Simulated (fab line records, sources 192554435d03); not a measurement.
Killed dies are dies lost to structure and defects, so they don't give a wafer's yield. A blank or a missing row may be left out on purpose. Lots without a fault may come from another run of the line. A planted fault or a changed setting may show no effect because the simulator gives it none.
Which tool did it? | flow n5_finfet | 11 lots, 33 wafers sampled, at 3 steps of a route of 1938

WHAT THE GAUGES READ, wafer by wafer
N5_MIM_TOP_LITHO_INSPECT_12: inspects for defects (macro).
lot  | measured     | on                | raw_defect_count
L651 | day 12 19:32 | defect_inspect-02 | 4 3 4
L652 | day 13 03:51 | defect_inspect-02 | 1 3 2
L653 | day 13 16:32 | defect_inspect-01 | 0 3 2
L661 | day 15 02:55 | defect_inspect-01 | 2 3 2
L668 | day 16 21:34 | defect_inspect-02 | 4 1 2
L665 | day 16 21:17 | defect_inspect-01 | 1 0 2
L667 | day 17 02:40 | defect_inspect-01 | 1 0 2
L671 | day 17 13:19 | defect_inspect-02 | 2 5 0
L670 | day 17 13:29 | defect_inspect-01 | 1 1 2
L672 | day 18 11:59 | defect_inspect-02 | 2 3 2
L673 | day 20 05:18 | defect_inspect-01 | 4 0 1

WHICH TOOL RAN EACH LOT (tool, then ch and the chambers of the sampled wafers, then the start)
lot  | N5_MIM_BOT_DEGAS_01          | N5_MIM_TOP_ALD_01
L651 | pvd_sputter-03, day 12 17:54 | ald_hk-02 ch 1,2, day 12 19:32 or earlier
L652 | pvd_sputter-02, day 13 02:13 | ald_hk-03 ch 0,2,3, day 13 03:51 or earlier
L653 | pvd_sputter-03, day 13 15:18 | ald_hk-03 ch 0,1,2, day 13 16:32 or earlier
L661 | pvd_sputter-01, day 15 01:49 | ald_hk-03 ch 0,1, day 15 02:55 or earlier
L668 | pvd_sputter-02, day 16 19:34 | ald_hk-01 ch 0,1,2, day 16 21:34 or earlier
L665 | pvd_sputter-02, day 16 19:47 | ald_hk-03 ch 0,2,3, day 16 21:17 or earlier
L667 | pvd_sputter-02, day 17 00:50 | ald_hk-03 ch 0,2,3, day 17 02:40 or earlier
L671 | pvd_sputter-03, day 17 11:33 | ald_hk-02 ch 1,2, day 17 13:19 or earlier
L670 | pvd_sputter-03, day 17 11:46 | ald_hk-03 ch 0,3, day 17 13:29 or earlier
L672 | pvd_sputter-02, day 18 10:46 | ald_hk-02 ch 1,3, day 18 11:59 or earlier
L673 | pvd_sputter-02, day 20 03:48 | ald_hk-03 ch 0,2,3, day 20 05:18 or earlier
- N5_MIM_BOT_DEGAS_01: time 60 s.
- N5_MIM_TOP_ALD_01: deposits HfO2, target thk 5.6 nm, pulse time 1 s, purge time 3 s.

THE ANSWER, worked out from the rows above alone
Rule: what is usual is taken from the lots themselves. Put in order of their means at a reading, lots are off if they are a third of the lots or fewer, leave a main group of 4 or more, and stand apart from it by a gap of 3 or more times the standard deviation of the main group's means; of several such gaps the widest counts. A main group whose means are all the same, to the digits that the tables above print for the reading, isn't used. A lot without any number at a reading at which 4 lots or more have one is off too. The other lots that the step has rows for count as sound.
No lot is off at any reading shown: from this, nothing can be told.

WHAT THE SIMULATOR HAD PUT IN
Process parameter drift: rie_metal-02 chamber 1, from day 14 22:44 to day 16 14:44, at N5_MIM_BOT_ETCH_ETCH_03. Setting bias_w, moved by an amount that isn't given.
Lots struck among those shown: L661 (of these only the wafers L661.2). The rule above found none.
